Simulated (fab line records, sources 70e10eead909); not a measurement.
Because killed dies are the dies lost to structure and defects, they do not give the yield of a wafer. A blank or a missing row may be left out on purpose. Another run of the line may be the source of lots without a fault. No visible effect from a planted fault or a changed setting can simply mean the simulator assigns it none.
fab line records | flow nand_harc
[record] lots = 15 | wafers = 45 | last_day = 33
route steps=1302 shown P_ZERO_WELL@16 P_STI@84 P_GATE@131
lots that met no fault: taken from a fault-free run of the same line
start_h: hours from the record's first day to the start of the lot's first wafer shown | wait_h: hours elapsed since this lot's preceding step | " same as the row above | L1.1+2: a single row standing in for several wafers | - no value, or no start given | * or withheld: withheld | < > ~ a bound
route shown NAME@n: names a module that has steps shown in the file, with the first one's number in the route | usual: mean/standard deviation taken from wafers without a fault | same: alike in all rows | chamber/n: place in a boat | sites: each site's reading | _std_site: their standard deviation | _edge_site: mean of outer sites minus mean of inner sites | radius_mm: for every site, how far away it sits from the centre of the wafer | mask NAME#n: copy n | behind: the last tool/chamber to shape the wafer | hold: cause of the lot's hold/its duration in hours/its outcome | device: the n, p or np transistor that did not switch | end of line: at the end of the route, the tests of the same wafers | step lacking rows: just its recipe | killed: at the first sort, the dies lost to defects and structure; wafer yield is something else | map: shows each die of a wafer: x if killed, . if not, _ if none is there
set.NAME: the run value of the setting; set.NAME@STEP: its run value at that earlier step | model.NAME: the simulator's own value behind a step, which no gauge read
steps of the route over a sample of lots; a table a step, a row a wafer
services: the hour from which a tool's chamber was out of use, counted from the record's first day as start_h (under 0 if before that day), plus the number of hours and why
[[steps]]
[step NHARC_P_ZERO_WELL_DESCUM_13]
[recipe] time_s = 3 | o2_flow_sccm = 200 | ar_flow_sccm = 0 | bias_power_w = 0 | chemistry = O2
[usual] drypump_motor_current_A = 5.72/0.29 | oes_product_au = 1.000/0.012 | rf_vpp_V = 57.9/0.9 | showerhead_plenum_p_Torr = 1.96/0.09 | throttle_valve_pct = 11.312/0.0086
lot.wafer | tool        | chamber | start_h | wait_h | drypump_motor_current_A | oes_product_au | rf_hours_counter_h | rf_vpp_V | showerhead_plenum_p_Torr | throttle_valve_pct
L206.3    | rie_diel-04 | 0       | 21.41   | -      | 5.79                    | 1.002          | 5                  | 58.2     | 2.08                     | 11.321
L206.4    | "           | 3       | "       | "      | 5.61                    | 1.003          | 5                  | 57.0     | 1.99                     | 11.313
L206.5    | "           | 0       | "       | "      | 5.73                    | 1.001          | -                  | 57.8     | 2.08                     | 11.309
L207.1    | rie_diel-07 | 3       | 31.97   | -      | 5.41                    | 0.993          | 30                 | 56.6     | 1.78                     | 11.321
L207.2    | "           | 0       | "       | "      | 5.17                    | 1.007          | 28                 | 57.6     | 2.01                     | 11.317
L207.5    | "           | 2       | "       | "      | 5.13                    | 1.002          | -                  | 56.7     | 1.88                     | 11.298
L208.2    | rie_diel-01 | 1       | 41.35   | -      | 6.25                    | 0.980          | 3                  | 57.0     | 1.81                     | 11.314
L208.5    | "           | 1       | "       | "      | 6.22                    | 0.984          | -                  | 57.7     | 1.81                     | 11.306
L208.6    | "           | 2       | "       | "      | 5.67                    | 1.003          | -                  | 59.4     | 1.95                     | 11.299
L209.4    | rie_diel-04 | 1       | 51.28   | -      | 5.46                    | 1.012          | 15                 | 58.3     | 2.06                     | 11.308
L209.1    | "           | 3       | "       | "      | 5.61                    | 1.009          | 18                 | 56.9     | 1.98                     | 11.318
L209.5    | "           | 1       | "       | "      | 5.43                    | 1.001          | -                  | 58.6     | 2.06                     | 11.308
L213.4    | rie_diel-04 | 1       | 91.45   | -      | 5.47                    | 0.998          | 26                 | 57.4     | 2.05                     | 11.320
L213.1    | "           | 2       | "       | "      | 5.61                    | 1.019          | 30                 | 56.7     | 1.97                     | 11.313
L213.5    | "           | 3       | "       | "      | 5.60                    | 1.012          | -                  | 57.6     | 1.98                     | 11.315
L214.3    | rie_diel-01 | 3       | 101.27  | -      | 6.28                    | 1.007          | 25                 | 57.8     | 1.94                     | 11.293
L214.2    | "           | 0       | "       | "      | 5.74                    | 1.035          | 23                 | 58.5     | 1.88                     | 11.310
L214.1    | "           | 2       | "       | "      | 5.69                    | 0.997          | 26                 | 58.6     | 1.95                     | 11.301
L215.3    | rie_diel-01 | 3       | 111.28  | -      | 6.31                    | 1.016          | 29                 | 59.8     | 1.94                     | 11.316
L215.1    | "           | 1       | "       | "      | 6.22                    | 0.978          | 26                 | 58.4     | 1.80                     | 11.314
L215.6    | "           | 2       | "       | "      | 5.66                    | 0.990          | -                  | 57.8     | 1.94                     | 11.302
L216.2    | rie_diel-04 | 0       | 121.41  | -      | 5.76                    | 1.004          | 37                 | 58.1     | 2.06                     | 11.307
L216.1    | "           | 2       | "       | "      | 5.60                    | 0.991          | 40                 | 59.7     | 1.97                     | 11.310
L216.5    | "           | 1       | "       | "      | 5.44                    | 0.985          | -                  | 57.4     | 2.05                     | 11.314
L220.4    | rie_diel-04 | 0       | 161.42  | -      | 5.82                    | 1.003          | 48                 | 58.8     | 2.06                     | 11.288
L220.6    | "           | 1       | "       | "      | 5.47                    | 0.995          | -                  | 59.2     | 2.04                     | 11.313
L220.5    | "           | 2       | "       | "      | 5.66                    | 0.998          | -                  | 57.1     | 1.96                     | 11.324
L221.1    | rie_diel-01 | 0       | 171.40  | -      | 5.72                    | 1.018          | 43                 | 57.8     | 1.87                     | 11.302
L221.4    | "           | 1       | "       | "      | 6.24                    | 0.988          | 42                 | 56.9     | 1.80                     | 11.292
L221.2    | "           | 3       | "       | "      | 6.32                    | 0.999          | 48                 | 56.1     | 1.93                     | 11.315
L222.3    | rie_diel-01 | 1       | 181.40  | -      | 6.24                    | 0.984          | 48                 | 57.6     | 1.80                     | 11.316
L222.4    | "           | 0       | "       | "      | 5.73                    | 1.018          | 49                 | 57.7     | 1.87                     | 11.312
L222.5    | "           | 1       | "       | "      | 6.24                    | 0.994          | -                  | 56.3     | 1.80                     | 11.326
L223.1    | rie_diel-01 | 1       | 191.55  | -      | 6.22                    | 0.974          | 51                 | 58.3     | 1.80                     | 11.306
L223.4    | "           | 3       | "       | "      | 6.30                    | 0.997          | 55                 | 59.3     | 1.93                     | 11.296
L223.5    | "           | 1       | "       | "      | 6.23                    | 0.977          | -                  | 57.5     | 1.80                     | 11.321
L226.3    | rie_diel-04 | 3       | 221.29  | -      | 5.62                    | 1.002          | 11                 | 57.8     | 1.96                     | 11.306
L226.6    | "           | 3       | "       | "      | 5.63                    | 1.004          | -                  | 56.5     | 1.96                     | 11.315
L226.5    | "           | 0       | "       | "      | 5.78                    | 0.998          | -                  | 57.2     | 2.05                     | 11.299
L227.2    | rie_diel-04 | 1       | 231.43  | -      | 5.45                    | 0.991          | 15                 | 56.4     | 2.04                     | 11.314
L227.4    | "           | 0       | "       | "      | 5.79                    | 1.005          | 14                 | 58.2     | 2.05                     | 11.304
L227.6    | "           | 1       | "       | "      | 5.46                    | 0.980          | -                  | 58.6     | 2.04                     | 11.326
L228.2    | rie_diel-04 | 1       | 241.27  | -      | 5.46                    | 0.982          | 18                 | 58.2     | 2.04                     | 11.307
L228.1    | "           | 2       | "       | "      | 5.65                    | 0.992          | 16                 | 56.9     | 1.96                     | 11.299
L228.5    | "           | 2       | "       | "      | 5.68                    | 0.999          | -                  | 58.0     | 1.96                     | 11.324
[step NHARC_P_STI_OVL_MEAS_10]
[usual] overlay_x_nm = -1/5.1 | overlay_y_nm = 0/6.1
lot.wafer | tool       | chamber | start_h | wait_h | overlay_x_nm | overlay_y_nm
L206.3    | overlay-02 | -       | 42.50   | -      | 4            | -5
L206.4    | "          | -       | "       | "      | 5            | -5
L206.5    | "          | -       | "       | "      | 4            | -5
L207.1    | overlay-01 | -       | 54.29   | -      | -7           | 3
L207.2    | "          | -       | "       | "      | -7           | 3
L207.5    | "          | -       | "       | "      | -8           | 3
L208.2    | overlay-02 | -       | 63.29   | -      | 0            | -7
L208.5    | "          | -       | "       | "      | -1           | -7
L208.6    | "          | -       | "       | "      | 0            | -8
L209.1    | overlay-01 | -       | 74.24   | -      | -2           | 1
L209.4    | "          | -       | "       | "      | -2           | 1
L209.5    | "          | -       | "       | "      | -3           | 1
L213.1    | overlay-01 | -       | 114.45  | -      | 0            | -8
L213.4    | "          | -       | "       | "      | 0            | -8
L213.5    | "          | -       | "       | "      | 0            | -8
L214.1    | overlay-02 | -       | 124.73  | -      | 1            | 5
L214.2    | "          | -       | "       | "      | 2            | 4
L214.3    | "          | -       | "       | "      | 2            | 5
L215.1    | overlay-01 | -       | 134.79  | -      | -1           | 4
L215.3    | "          | -       | "       | "      | 0            | 5
L215.6    | "          | -       | "       | "      | -1           | 5
L216.1    | overlay-02 | -       | 145.94  | -      | -9           | 2
L216.2    | "          | -       | "       | "      | -8           | 2
L216.5    | "          | -       | "       | "      | -9           | 1
L220.4    | overlay-01 | -       | 182.80  | -      | -4           | -7
L220.5    | "          | -       | "       | "      | -4           | -7
L220.6    | "          | -       | "       | "      | -5           | -7
L221.1    | overlay-01 | -       | 192.75  | -      | -5           | 7
L221.2    | "          | -       | "       | "      | -5           | 8
L221.4    | "          | -       | "       | "      | -5           | 7
L222.3    | overlay-02 | -       | 202.97  | -      | 5            | -6
L222.4    | "          | -       | "       | "      | 4            | -6
L222.5    | "          | -       | "       | "      | 4            | -6
L223.1    | overlay-02 | -       | 214.22  | -      | -4           | 7
L223.4    | "          | -       | "       | "      | -4           | 6
L223.5    | "          | -       | "       | "      | -4           | 6
L226.3    | overlay-01 | -       | 239.71  | -      | 3            | -6
L226.5    | "          | -       | "       | "      | 3            | -7
L226.6    | "          | -       | "       | "      | 4            | -6
L227.2    | overlay-02 | -       | 254.49  | -      | 1            | 12
L227.4    | "          | -       | "       | "      | 2            | 13
L227.6    | "          | -       | "       | "      | 1            | 13
L228.1    | overlay-01 | -       | 264.15  | -      | 2            | 6
L228.2    | "          | -       | "       | "      | 1            | 6
L228.5    | "          | -       | "       | "      | 1            | 6
[step NHARC_P_STI_ANNEAL_34]
[recipe] temp_c = 1000 | time_s = 1800
[usual] run_length_s = 1826/7.9 | spike_tc_bottom_C = 1020.7/1.1 | zone_power_top_pct = 41.0/2.2
lot.wafer | tool       | chamber | start_h | wait_h | run_length_s | spike_tc_bottom_C | zone_power_top_pct
L206.3    | furnace-01 | 0       | 56.57   | 4.5    | 1828         | 1019.1            | 38.0
L206.4    | "          | 0       | "       | "      | 1828         | 1021.5            | 38.9
L206.5    | "          | 0       | "       | "      | 1828         | 1018.5            | 38.6
L207.1    | furnace-01 | 0       | 70.99   | 5.4    | 1828         | 1020.3            | 38.3
L207.2    | "          | 0       | "       | "      | 1828         | 1020.5            | 38.3
L207.5    | "          | 0       | "       | "      | 1828         | 1020.4            | 38.8
L208.2    | furnace-06 | 0       | 76.67   | 4.2    | 1805         | 1018.9            | 44.2
L208.5    | "          | 0       | "       | "      | 1805         | 1022.2            | 42.9
L208.6    | "          | 0       | "       | "      | 1805         | 1022.3            | 43.2
L209.1    | furnace-01 | 0       | 89.15   | 3.4    | 1838         | 1018.9            | 38.2
L209.4    | "          | 0       | "       | "      | 1838         | 1020.2            | 39.0
L209.5    | "          | 0       | "       | "      | 1838         | 1020.8            | 38.2
L213.1    | furnace-03 | 0       | 130.10  | 5.5    | 1834         | 1019.6            | 41.8
L213.4    | "          | 0       | "       | "      | 1834         | 1021.3            | 42.1
L213.5    | "          | 0       | "       | "      | 1834         | 1021.3            | 42.7
L214.1    | furnace-06 | -       | 139.27  | 4.1    | -            | -                 | -
L214.2    | "          | -       | "       | "      | -            | -                 | -
L214.3    | "          | -       | "       | "      | -            | -                 | -
L215.1    | furnace-03 | -       | 150.83  | 4.8    | -            | -                 | -
L215.3    | "          | -       | "       | "      | -            | -                 | -
L215.6    | "          | -       | "       | "      | -            | -                 | -
L216.1    | furnace-03 | -       | 159.33  | 3.7    | -            | -                 | -
L216.2    | "          | -       | "       | "      | -            | -                 | -
L216.5    | "          | -       | "       | "      | -            | -                 | -
L220.4    | furnace-03 | 0       | 204.47  | 5.7    | 1833         | 1019.5            | 42.4
L220.5    | "          | 0       | "       | "      | 1833         | 1019.7            | 42.4
L220.6    | "          | 0       | "       | "      | 1833         | 1021.7            | 42.7
L221.1    | furnace-03 | 0       | 204.47  | 2.5    | 1824         | 1020.8            | 42.6
L221.2    | "          | 0       | "       | "      | 1824         | 1020.9            | 41.8
L221.4    | "          | 0       | "       | "      | 1824         | 1020.5            | 42.0
L222.3    | furnace-06 | 0       | 219.95  | 7.2    | 1812         | 1018.8            | 44.0
L222.4    | "          | 0       | "       | "      | 1812         | 1020.9            | 44.4
L222.5    | "          | 0       | "       | "      | 1812         | 1021.0            | 44.3
L223.1    | furnace-06 | 0       | 236.22  | 6.8    | 1811         | 1021.5            | 43.1
L223.4    | "          | 0       | "       | "      | 1811         | 1020.1            | 43.5
L223.5    | "          | 0       | "       | "      | 1811         | 1019.7            | 42.4
L226.3    | furnace-01 | 0       | 256.56  | 3.1    | 1833         | 1020.2            | 38.0
L226.5    | "          | 0       | "       | "      | 1833         | 1020.3            | 38.1
L226.6    | "          | 0       | "       | "      | 1833         | 1019.4            | 38.4
L227.2    | furnace-03 | 0       | 267.84  | 3.7    | 1829         | 1020.8            | 42.9
L227.4    | "          | 0       | "       | "      | 1829         | 1021.1            | 43.1
L227.6    | "          | 0       | "       | "      | 1829         | 1021.6            | 42.0
L228.1    | furnace-03 | 0       | 280.37  | 4.9    | 1827         | 1020.4            | 42.7
L228.2    | "          | 0       | "       | "      | 1827         | 1020.5            | 42.6
L228.5    | "          | 0       | "       | "      | 1827         | 1021.3            | 42.0
[step NHARC_P_GATE_HM_DEP_102]
[recipe] target_thk_a = 1200 | temp_c = 400 | material = aC
[usual] throttle_valve_pct = 35.000/0.0087
lot.wafer | tool       | chamber | start_h | wait_h | throttle_valve_pct
L206.3    | acl_dep-01 | 0       | 94.17   | 2.1    | 34.979
L206.4    | "          | 0       | "       | "      | 34.995
L206.5    | "          | 0       | "       | "      | 35.006
L207.1    | acl_dep-02 | 0       | 110.00  | 3.4    | 35.005
L207.2    | "          | 0       | "       | "      | 34.996
L207.5    | "          | 0       | "       | "      | 34.985
L208.2    | acl_dep-03 | 0       | 113.00  | 0.5    | 34.991
L208.5    | "          | 0       | "       | "      | 34.993
L208.6    | "          | 0       | "       | "      | 34.997
L209.1    | acl_dep-01 | 0       | 128.90  | 4.7    | 34.994
L209.4    | "          | 0       | "       | "      | 34.997
L209.5    | "          | 0       | "       | "      | 35.012
L213.1    | acl_dep-03 | 0       | 167.61  | 0.9    | 35.017
L213.4    | "          | 0       | "       | "      | 34.999
L213.5    | "          | 0       | "       | "      | 35.004
L220.4    | acl_dep-01 | 0       | 243.92  | 0.7    | 34.995
L220.5    | "          | 0       | "       | "      | 34.994
L220.6    | "          | 0       | "       | "      | 34.993
L221.1    | acl_dep-01 | 0       | 244.24  | 1.0    | 34.997
L221.2    | "          | 0       | "       | "      | 35.010
L221.4    | "          | 0       | "       | "      | 35.015
L222.3    | acl_dep-01 | 0       | 259.48  | 2.0    | 35.008
L222.4    | "          | 0       | "       | "      | 34.995
L222.5    | "          | 0       | "       | "      | 34.992
L223.1    | acl_dep-02 | 0       | 277.20  | 0.4    | 35.004
L223.4    | "          | 0       | "       | "      | 35.001
L223.5    | "          | 0       | "       | "      | 35.003
L226.3    | acl_dep-03 | 0       | 290.44  | 0.6    | 34.998
L226.5    | "          | 0       | "       | "      | 35.001
L226.6    | "          | 0       | "       | "      | 34.987
L227.2    | acl_dep-02 | 0       | 302.29  | 0.5    | 35.010
L227.4    | "          | 0       | "       | "      | 34.988
L227.6    | "          | 0       | "       | "      | 34.993
L228.1    | acl_dep-02 | 0       | 318.37  | 0.4    | 35.002
L228.2    | "          | 0       | "       | "      | 35.016
L228.5    | "          | 0       | "       | "      | 34.998
[[services]]
tool        | chamber | start_h | hours | kind
rie_diel-04 | -       | 0.90    | 9.0   | pm
acl_dep-01  | -       | 5.22    | 13.0  | pm
rie_diel-04 | 0       | 23.75   | 14.9  | repair
rie_diel-04 | -       | 26.51   | 0.7   | repair
rie_diel-01 | -       | 26.80   | 9.0   | pm
acl_dep-02  | -       | 60.00   | 13.0  | pm
rie_diel-07 | 0       | 80.69   | 12.8  | repair
rie_diel-07 | -       | 117.20  | 9.0   | pm
acl_dep-03  | -       | 121.74  | 13.0  | pm
acl_dep-03  | -       | 143.77  | 3.9   | repair
rie_diel-07 | 0       | 155.63  | 4.6   | repair
rie_diel-04 | -       | 177.90  | 9.0   | pm
acl_dep-01  | -       | 186.28  | 13.0  | pm
rie_diel-07 | 3       | 199.17  | 1.5   | repair
rie_diel-01 | -       | 203.80  | 9.0   | pm
furnace-01  | -       | 206.71  | 26.0  | pm
rie_diel-04 | -       | 237.96  | 0.3   | repair
rie_diel-04 | 0       | 238.79  | 1.2   | repair
acl_dep-02  | -       | 241.90  | 13.0  | pm
rie_diel-01 | 1       | 268.42  | 3.1   | repair
furnace-03  | -       | 296.09  | 26.0  | pm
rie_diel-01 | 2       | 297.34  | 2.8   | repair
rie_diel-04 | -       | 298.04  | 0.3   | repair
acl_dep-03  | -       | 303.19  | 13.0  | pm
[[key]]
[first_sign] step = NHARC_P_STI_ANNEAL_34 | reading = tool_record | direction = missing
effect none on later readings
met_at NHARC_P_STI_ANNEAL_34
struck_lots L214,L215,L216
later_rows_left_out L214.1,L214.2,L214.3,L215.1,L215.3,L215.6,L216.1,L216.2,L216.5
sort_left_out L214.1,L214.2,L214.3,L215.1,L215.3,L215.6,L216.1,L216.2,L216.5
tester_left_out L214,L215,L216
not_acting_at NHARC_P_ZERO_WELL_DESCUM_13,NHARC_P_STI_OVL_MEAS_10,NHARC_P_GATE_HM_DEP_102
onset_between 130.10 139.27
[fault] kind = skipped_step_whole | tool = furnace-03,furnace-06 | chamber = - | onset_h = 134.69 | steps = NHARC_P_STI_ANNEAL_34 | scope = struck_lots_only
// tester_left_out: of these lots the tester's yield and bins aren't shown, on N5 and GAA mostly nor the transistor test; their killed dies are dies lost to structure and defects alone, not to doping, threshold or leakage, so they don't give the yield
// sort_left_out: the simulated sort isn't trusted on such a fault, so these wafers' sort isn't shown, and their yield isn't known
// later_rows_left_out: the simulator's readings of these wafers behind a module that went badly wrong aren't trusted and aren't shown, but for the sort
